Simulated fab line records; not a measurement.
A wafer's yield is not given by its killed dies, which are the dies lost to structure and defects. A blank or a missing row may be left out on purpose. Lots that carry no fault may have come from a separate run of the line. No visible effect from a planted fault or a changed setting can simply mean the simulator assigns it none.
Which of the tools did it?	flow nand-harc	13 lots with 39 wafers sampled at 6 steps, on a route of 1302 steps

== WHAT EACH GAUGE READ, for each wafer ==
NHARC_A_DECK1_JOINT_THK_MEAS_14: measures by ellipsometry. Usual: thk-nm reads 51.2 nm (standard deviation 1.7).
lot	measured	on	thk-nm (nm)	flag
L241	day 11 07:19	film-metro-02	51.2 50.2 52.5	
L242	day 12 02:46	film-metro-02	49.1 51.7 50.7	
L244	day 12 02:46	film-metro-01	51.2 54.4 55.0	
L243	day 12 02:55	film-metro-01	51.7 50.9 51.9	
L245	day 12 23:11	film-metro-01	47.5 52.1 50.8	
L246	day 13 09:28	film-metro-01	48.7 53.7 51.9	
L248	day 14 16:08	film-metro-02	53.6 50.5 51.5	
L250	day 15 06:12	film-metro-01	52.0 50.2 50.6	
L251	day 15 17:28	film-metro-01	50.8 50.7 48.6	
L252	day 15 20:32	film-metro-01	50.8 51.0 49.4	
L254	day 16 16:25	film-metro-01	51.8 52.3 54.1	
L259	day 18 15:40	film-metro-02	54.5 52.3 52.1	
L260	day 19 00:28	film-metro-02	53.8 49.9 49.9	

NHARC_A_ONON_D2_THK_MEAS_34: measures by ellipsometry. Usual: thk-nm reads 200 nm (standard deviation 3.1).
lot	measured	on	thk-nm (nm)	flag
L241	day 13 01:16	film-metro-01	198 197 204	
L242	day 13 17:05	film-metro-01	203 207 204	
L244	day 13 16:59	film-metro-01	203 206 205	
L243	day 13 16:59	film-metro-02	195 198 199	
L245	day 14 12:41	film-metro-02	200 200 202	
L246	day 14 22:56	film-metro-02	199 200 206	
L248	day 16 04:45	film-metro-01	198 200 194	
L250	day 16 18:29	film-metro-01	193 193 200	
L251	day 17 10:18	film-metro-02	200 200 200	
L252	day 17 10:26	film-metro-02	202 203 200	
L254	day 18 04:06	film-metro-01	204 204 203	
L259	day 20 06:09	film-metro-02	194 202 223	
L260	day 20 14:29	film-metro-02	196 221 201	

NHARC_A_CHANNEL_HOLE_D2_OVL_MEAS_11. Usual: overlay-x-nm 0.2 nm, standard deviation 0.71; overlay-y-nm -0.3 nm, standard deviation 0.99.
lot	measured	on	overlay-x-nm (nm)	overlay-y-nm (nm)	flag
L241	day 13 04:53	overlay-01	-0.3 -0.1 -0.2	0.6 0.7 0.7	
L242	day 14 03:57	overlay-01	0.0 -0.1 -0.1	-0.9 -0.9 -1.0	
L244	day 14 02:18	overlay-02	-1.3 -0.9 -0.4	1.2 0.9 1.0	
L243	day 14 03:36	overlay-02	0.8 1.1 1.0	0.1 -0.2 0.0	
L245	day 14 15:26	overlay-01	-0.9 -0.7 -0.5	-1.1 -1.1 -0.7	
L246	day 15 01:49	overlay-02	0.3 0.5 0.2	-0.3 -0.5 -0.1	
L248	day 16 09:43	overlay-01	0.0 -0.2 -0.4	-0.7 0.3 0.6	
L250	day 17 00:38	overlay-01	0.9 -0.2 0.6	-1.5 -2.0 -1.5	
L251	day 17 13:48	overlay-01	-0.8 0.5 0.1	1.1 1.7 1.2	
L252	day 17 14:17	overlay-02	1.5 0.5 0.6	-0.5 -0.1 0.1	
L254	day 18 06:51	overlay-01	0.5 0.6 0.2	0.2 0.2 0.3	
L259	day 20 09:04	overlay-01	-0.4 -0.1 -0.2	-0.3 0.0 -0.2	
L260	day 20 19:26	overlay-02	1.2 0.9 0.9	0.8 1.0 0.6	

NHARC_END_SORT_01. Usual: killed-at-array 54, standard deviation 20; killed-at-other 0.7, standard deviation 0.94; killed-at-periphery 3.8, standard deviation 2.7; killed-dies 59, standard deviation 20; killed-open 3.5, standard deviation 1.9; killed-short 2.5, standard deviation 1.6.
lot	measured	on	killed-at-array	killed-at-other	killed-at-periphery	killed-dies	killed-open	killed-short	flag
L241	day 24 15:22	prober-01	68 42 64	1 0 0	2 3 2	71 45 66	5 2 2	1 3 2	
L246	day 25 22:43	prober-02	64 79 79	0 1 1	5 4 6	69 84 86	3 6 3	2 5 1	
L248	day 27 17:29	prober-01	58 31 37	0 1 0	4 4 10	62 36 47	3 1 6	4 1 1	
L250	day 29 09:44	prober-01	50 49 45	0 0 0	6 9 4	56 58 49	1 5 3	1 1 2	
L251	day 29 07:11	prober-02	63 75 67	0 0 2	7 4 3	70 79 72	5 2 5	4 8 0	
L252	day 29 03:34	prober-01	40 38 44	1 5 1	10 12 11	51 55 56	4 6 5	2 4 0	
L254	day 29 18:31	prober-01	23 25 17	1 0 0	7 8 5	31 33 22	3 1 4	0 3 3	
L260	day 32 23:14	prober-02	67 94 69	1 0 1	2 1 0	70 95 70	2 3 2	3 3 1	

== WHICH TOOL RAN EACH LOT (tool, then ch and the chambers of the sampled wafers, then the start) ==
lot	NHARC_A_DECK1_JOINT_CMP_02	NHARC_A_ONON_D2_DEP_33
L241	cmp-02 ch 0,1,2, day 12 09:30	pecvd-01 ch 0,2, day 13 00:53
L242	cmp-02 ch 0,3, day 13 00:03	pecvd-01 ch 0,2, day 13 16:46
L244	cmp-04 ch 0,2,3, day 12 23:55	pecvd-04 ch 1,2, day 13 16:35
L243	cmp-02 ch 0,2,3, day 12 23:52	pecvd-02 ch 0,1,2, day 13 16:37
L245	cmp-02 ch 0,2,3, day 13 22:48	pecvd-02 ch 0,1,2, day 14 12:16
L246	cmp-01 ch 0,3, day 14 09:06	pecvd-01 ch 0,2, day 14 22:31
L248	cmp-04 ch 0,1,3, day 15 14:52	pecvd-02 ch 0,2, day 16 04:16
L250	cmp-01 ch 0,1,3, day 16 04:47	pecvd-01 ch 0,2, day 16 18:08
L251	cmp-04 ch 1,2,3, day 16 20:41	pecvd-01 ch 0,2, day 17 09:58
L252	cmp-02 ch 0,1, day 16 20:41	pecvd-02 ch 1,2, day 17 10:06
L254	cmp-01 ch 0,1, day 17 13:43	pecvd-04 ch 0,1, day 18 03:46
L259	cmp-01 ch 1,2, day 19 16:07	pecvd-02 ch 0,1, day 20 05:50
L260	cmp-04 ch 1,2, day 20 00:27	pecvd-02 ch 1,2, day 20 14:05
- NHARC_A_DECK1_JOINT_CMP_02: polishes SiOx.
- NHARC_A_ONON_D2_DEP_33: deposits SiO2, target thk 200 nm.

== AS READ BY THE TOOLS THEMSELVES (means over the sampled wafers that have a number; for cases with no such wafer, the mark the record gives instead) ==
NHARC_A_DECK1_JOINT_CMP_02. Usual: motor-current-A reads 12.7 A (standard deviation 1.4).
lot	tool	motor-current-A (A)	flag
L241	cmp-02	11.7	
L242	cmp-02	12.8	
L244	cmp-04	13.7	
L243	cmp-02	11.9	
L245	cmp-02	11.6	
L246	cmp-01	12.0	
L248	cmp-04	14.2	
L250	cmp-01	12.3	
L251	cmp-04	13.5	
L252	cmp-02	11.4	
L254	cmp-01	12.9	
L259	cmp-01	11.6	
L260	cmp-04	13.3	

NHARC_A_ONON_D2_DEP_33. Usual: heater-power-w 633 W, standard deviation 74; rf-fwd-power-W 898.5 W, standard deviation 2.7; showerhead-vpp-V 1812 V, standard deviation 95; susceptor-temp-C 400.00 C, standard deviation 0.2; throttle-valve-pct 15.6 %, standard deviation 0.59.
lot	tool	heater-power-w (W)	rf-fwd-power-W (W)	showerhead-vpp-V (V)	susceptor-temp-C (C)	throttle-valve-pct (%)	flag
L241	pecvd-01	613	897.6	1807	400.11	16.3	
L242	pecvd-01	558	900.8	1857	399.97	16.5	
L244	pecvd-04	674	896.9	1827	400.11	14.9	
L243	pecvd-02	653	896.9	1766	399.96	15.8	
L245	pecvd-02	574	899.2	1763	399.91	16.0	
L246	pecvd-01	618	898.3	1872	400.10	16.4	
L248	pecvd-02	594	897.4	1712	400.09	15.9	
L250	pecvd-01	625	898.0	1791	400.02	16.1	
L251	pecvd-01	604	899.3	1854	399.84	16.5	
L252	pecvd-02	606	898.1	1810	399.92	15.9	
L254	pecvd-04	601	897.9	1898	399.97	15.1	
L259	pecvd-02	595	1018.6	1822	399.95	16.1	OFF
L260	pecvd-02	536	1020.0	1909	400.00	15.3	OFF

== THE ANSWER, worked out from the rows above alone ==
Rule: a lot counts as off when the mean over its wafers that have a number is more than 3 standard deviations away from the usual mean. A lot without any number at a reading at which 4 lots or more have one is off too. All remaining lots with rows at the step are treated as sound. First the gauges in route order, then the tools' own readings, where a lot's mean is used as printed above. The first step at which some lot is off is used, and at that step the reading that is off furthest; a lot without a number counts as furthest.
Off at NHARC_A_ONON_D2_DEP_33 (rf-fwd-power-W): L259, L260.
A tool fits if, at that step or a process step before it, it ran every lot that is off, and no sound lot after the first of them. One fits: NHARC_A_ONON_D2_DEP_33 on pecvd-02. A fault onset in the window from L252 (day 17 10:06, its last sound lot) to L259 (day 20 05:50, its first lot off) fits.
On the lots that are off, the tool's own readings at NHARC_A_ONON_D2_DEP_33 differ by more than 5 times the standard deviation of the sound lots' means, which bears it out; rf-fwd-power-W reads 1019.3 W there versus 898.2 W on the sound lots.

== WHAT HAD BEEN PUT IN BY THE SIMULATOR ==
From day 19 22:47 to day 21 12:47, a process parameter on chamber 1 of pecvd-02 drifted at NHARC_A_ONON_D2_DEP_33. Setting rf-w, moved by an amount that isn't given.
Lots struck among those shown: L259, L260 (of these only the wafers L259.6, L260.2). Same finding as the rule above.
